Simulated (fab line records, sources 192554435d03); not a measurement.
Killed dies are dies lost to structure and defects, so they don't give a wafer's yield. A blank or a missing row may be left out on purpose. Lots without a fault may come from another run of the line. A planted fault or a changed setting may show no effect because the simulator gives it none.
Chamber matching | flow n5_finfet | N5_FIN_SAQP_PECVD_06 on pecvd-03: 3 sister chambers
The step deposits a-Si from SiH4/He, target thk 60 nm, time 48.1 s. 6 wafers are shown with their chamber, then 10 later ones without.

WAFERS WITH THEIR CHAMBER
wafer  | chamber | throttle_valve_pct (%) | showerhead_plenum_p_Torr (Torr)
L085.5 | 1       | 19.0                   | 5.70
L086.1 | 2       | 17.2                   | 5.73
L086.2 | 0       | 18.6                   | 5.70
L086.4 | 1       | 18.8                   | 5.70
L089.1 | 0       | 18.8                   | 5.69
L089.2 | 2       | 17.6                   | 5.73

WAFERS WITHOUT THEIR CHAMBER
wafer  | throttle_valve_pct (%) | showerhead_plenum_p_Torr (Torr)
L089.4 | 18.8                   | 5.70
L091.2 | 17.5                   | 5.72
L091.3 | 18.7                   | 5.70
L091.5 | 18.5                   | 5.70
L094.1 | 17.3                   | 5.74
L094.3 | 18.4                   | 5.69
L094.5 | 17.0                   | 5.73
L096.3 | 17.5                   | 5.74
L096.5 | 18.7                   | 5.70
L096.6 | 18.7                   | 5.71

WHICH CHAMBER EACH WENT THROUGH
wafer  | from the rows above     | in truth
L089.4 | can't be placed: 1 or 0 | 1
L091.2 | 2                       | 2
L091.3 | can't be placed: 1 or 0 | 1
L091.5 | can't be placed: 0 or 1 | 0
L094.1 | 2                       | 2
L094.3 | can't be placed: 0 or 1 | 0
L094.5 | 2                       | 2
L096.3 | 2                       | 2
L096.5 | can't be placed: 1 or 0 | 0
L096.6 | can't be placed: 1 or 0 | 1
Placed correctly: 4 of 10. Can't be placed from these rows: 6 (the true chamber is among the candidates in 6). Placed wrongly: 0.
How it was worked out, from the rows above alone: a wafer's distance from a chamber is the root of the sum, over the readings, of the square of ((its reading less the chamber's mean) divided by the reading's scatter). The wafer belongs to the nearest chamber; if the next one is less than 2 further off, it can't be placed. A chamber's mean is the mean of its shown wafers. The scatter: the root of (the sum of the squares of (reading less its chamber's mean) over the shown wafers, divided by (wafers less chambers)).
